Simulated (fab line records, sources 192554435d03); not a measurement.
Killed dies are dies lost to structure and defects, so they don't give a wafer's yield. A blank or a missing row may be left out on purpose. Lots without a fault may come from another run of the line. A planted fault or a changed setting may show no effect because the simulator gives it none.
Chamber matching | flow n5_finfet | N5_BEOL_M5_ETCH_61 on rie_diel-05: 4 sister chambers
The step etches SiARC in CF4, target depth 15.6 nm, time 26 s. 4 wafers are shown with their chamber, then 9 later ones without.

WAFERS WITH THEIR CHAMBER
wafer  | chamber | drypump_motor_current_A (A)
L085.3 | 1       | 5.6
L087.1 | 0       | 5.8
L087.2 | 2       | 6.0
L087.5 | 3       | 5.2

WAFERS WITHOUT THEIR CHAMBER
wafer  | drypump_motor_current_A (A)
L089.2 | 5.2
L089.3 | 5.6
L089.6 | 5.8
L091.1 | 6.0
L091.2 | 5.6
L091.6 | 5.6
L097.2 | 5.1
L097.3 | 5.7
L097.6 | 5.7

WHICH CHAMBER EACH WENT THROUGH
wafer  | from the rows above     | in truth
L089.2 | 3                       | 3
L089.3 | 1                       | 1
L089.6 | 0                       | 0
L091.1 | 2                       | 2
L091.2 | 1                       | 1
L091.6 | 1                       | 1
L097.2 | 3                       | 3
L097.3 | can't be placed: 0 or 1 | 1
L097.6 | can't be placed: 0 or 1 | 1
Placed correctly: 7 of 9. Can't be placed from these rows: 2 (the true chamber is among the candidates in 2). Placed wrongly: 0.
How it was worked out, from the rows above alone: a wafer's distance from a chamber is the root of the sum, over the readings, of the square of ((its reading less the chamber's mean) divided by the reading's scatter). The wafer belongs to the nearest chamber; if the next one is less than 2 further off, it can't be placed. A chamber's mean is the mean of its shown wafers. The scatter: with one shown wafer a chamber, the root of the mean of the squares of how far each hidden wafer lies from its nearest shown one.
